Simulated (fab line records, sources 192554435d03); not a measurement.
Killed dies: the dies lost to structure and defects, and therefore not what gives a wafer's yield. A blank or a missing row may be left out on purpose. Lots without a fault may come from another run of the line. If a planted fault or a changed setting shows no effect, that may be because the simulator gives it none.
A struck lot beside a sound one ; flow n5 finfet ; 36 out of 1938 route steps
Sound: these wafers, L923.3, L923.5, L923.6. Wafers L917.1, L917.3, L917.4 were the ones struck. The cause is given at the end.
For every step that has rows: the tool of each side, followed by ch and its chambers, followed by its first start. Under that, the readings that differ: sound wafers ; struck wafers ; difference of the means ; sigmas: that difference in standard deviations of wafers without a fault.
alike: readings whose means differ by less than 2 such deviations, and words and numbers that are the same on both sides. not compared: withheld readings, readings that some wafer has no value for, bounds like >300 that may hide the same value, and numbers for which the record gives no deviation and whose values overlap.
Wherever a step has rows on one side only, a row that says differs or no value, or a row with sigmas, the two part there. Numbers that have no deviation but don't overlap get no sigmas and don't part them. A reading that every wafer of one side lacks parts them only if that side has two wafers or more.

first, 9 steps without rows for these wafers: N5_BEOL_M4_ANNEAL_95 (time 240 s); N5_BEOL_M4_SPUTTER_96 (material Cu, target thk 4.5 nm, time 8.29 s); N5_BEOL_M4_ECD_50 (material Cu, target thk 300 nm); N5_BEOL_M4_ANNEAL_51 (time 90 s); N5_BEOL_M4_CMP_52 (polishes, stops on SiOC, t overpolish 6.8 s, target thk 40 nm); N5_BEOL_M4_PRE_CLEAN_60 (time 15 s); N5_BEOL_M4_CO_CAP_55 (material Co, precursor CCTBA/H2, target thk 2 nm, time 102.1 s); N5_BEOL_M4_PRE_CLEAN_56 (time 15 s); N5_BEOL_M4_DEP_57 (deposits SiCN from 3MS/NH3, target thk 8 nm, time 14 s).
N5_BEOL_M4_RC_MEAS_101:
  sound on prober-02 ch 0, day 12 02:38; struck on prober-02 ch 0, day 10 18:38
reading;sound;struck;difference;sigmas
IOFF_N (nA/um);0.147 0.127 0.136;0.206 0.191 0.196;+0.061;+2
IOFF_P (nA/um);0.18 0.17 0.17;0.25 0.25 0.24;+0.07;+2
ION_N (uA/um);660 656 671;683 694 684;+25;+2
ION_P (uA/um);450 454 461;462 471 472;+13;+2
VT_N (mV);255.2 252.9 249.9;246.6 244.8 244.2;-7.5;-3
VT_P (mV);-252 -258 -255;-247 -247 -247;+8;+2
  alike: DIBL_N, DIBL_P, SS_N, SS_P
then, 24 steps without rows for these wafers: N5_BEOL_M5_ILD_DEP_00 (deposits SiCOH lowk from DEMS/porogen, target thk 140.64 nm, time 25.9 s); N5_BEOL_M5_CURE_79 (cures SiCOH lowk, time 240 s); N5_BEOL_M5_PECVD_70 (deposits SiO2 from TEOS/O2, target thk 16 nm, time 18 s); N5_BEOL_M5_HM_DEP_02 (deposits TiN, target thk 20 nm); N5_BEOL_M5_COAT_59 (time 60 s, resist thk 60 nm); N5_BEOL_M5_COAT_60 (time 60 s, resist thk 12 nm); N5_BEOL_M5_COAT_71 (time 60 s, resist thk 5 nm); N5_BEOL_M5_COAT_05 (resist thk 30 nm); N5_BEOL_M5_EBR_07; N5_BEOL_M5_SOFTBAKE_06 (time 60 s); N5_BEOL_M5_EXPOSE_08 (exposes mask M5, target cd 28 nm); N5_BEOL_M5_PEB_09 (peb time 60 s); N5_BEOL_M5_DEVELOP_10 (develop time 30 s); N5_BEOL_M5_DESCUM_16 (chemistry O2, time 7 s); N5_BEOL_M5_ETCH_72 (etches underlayer in N2/H2, target depth 6.5 nm, time 5.2 s); N5_BEOL_M5_ETCH_61 (etches SiARC in CF4, target depth 15.6 nm, time 26 s); N5_BEOL_M5_ETCH_62 (etches SOC in N2/H2, target depth 75 nm, overetch 15 nm, time 112.5 s); N5_BEOL_M5_STRIP_63 (strips in N2/H2); N5_BEOL_M5_STRIP_73 (strips in N2/H2); N5_BEOL_M5_STRIP_64 (strips in CF4); N5_BEOL_M5_HM_OPEN_17 (chemistry Cl2/BCl3, target TiN, target depth 20 nm, overetch 6 nm); N5_BEOL_M5_STRIP_19 (strips in O2); N5_BEOL_M5_COAT_65 (time 60 s, resist thk 60 nm); N5_BEOL_M5_COAT_66 (time 60 s, resist thk 12 nm).
N5_BEOL_M5_VIA_ETCH_34: etches SiCOH lowk in C4F6/O2, target depth 88.3 nm, time 39.2 s.
  sound on rie diel-06 ch 1,2,3, day 12 08:15; struck on rie diel-06 ch 0,2,3, day 10 23:42
  no value came back on the struck wafers for any of 7 readings (C4F6_flow_sccm (sccm), O2_flow_sccm (sccm) and others); on the sound wafers C4F6_flow_sccm (sccm) reads 10.04 10.01 10.01
reading;sound;struck;difference;sigmas
model.SiARC_of_BEOL_M5_COAT_66.thk nm (nm);0 0 0;6.6 6.2 6.4;+6.4;
model.SOC_of_BEOL_M5_COAT_65.thk nm (nm);55.8 56 55.8;60 60 60.2;+4;
  not compared: rf hours counter h
-- the record jumps here: 4 days lie between the struck wafers' starts before and after (it left off in module BEOL_M5 and takes up again in module PASSIVATION, whose first step shown is number 1936 of the route) --
N5_PASSIVATION_PROBE_49:
  sound on prober-02 at day 16 09:06; struck on prober-01 at day 15 10:10
reading;sound;struck;difference;sigmas
defect limited yield (%);90.6 93.7 92.2;0 0 0;-92;-61
killed_at_M4_up;9 6 7;1081 1082 1099;+1080;+99 or more
killed dies;111 74 92;1180 1180 1180;+1088;+64
killed on rim;12 13 8;152 152 152;+141;+32
sort_bin_5_function (%);4.7 3.6 4.4;96.8 95.7 96.2;+92.0;+98
sort n pass;1069 1106 1088;0 0 0;-1088;-64
sort yield pct (%);90.6 93.7 92.2;0 0 0;-92;-61
  alike: killed_at_M0_to_M3, killed at contacts, killed at front end, killed at other, killed open, killed short, sort_bin_6_memory

## WHERE THEY PART
At N5_BEOL_M4_RC_MEAS_101 first; at N5_PASSIVATION_PROBE_49 last (within this record only).

WHY: what had been put in by the simulator
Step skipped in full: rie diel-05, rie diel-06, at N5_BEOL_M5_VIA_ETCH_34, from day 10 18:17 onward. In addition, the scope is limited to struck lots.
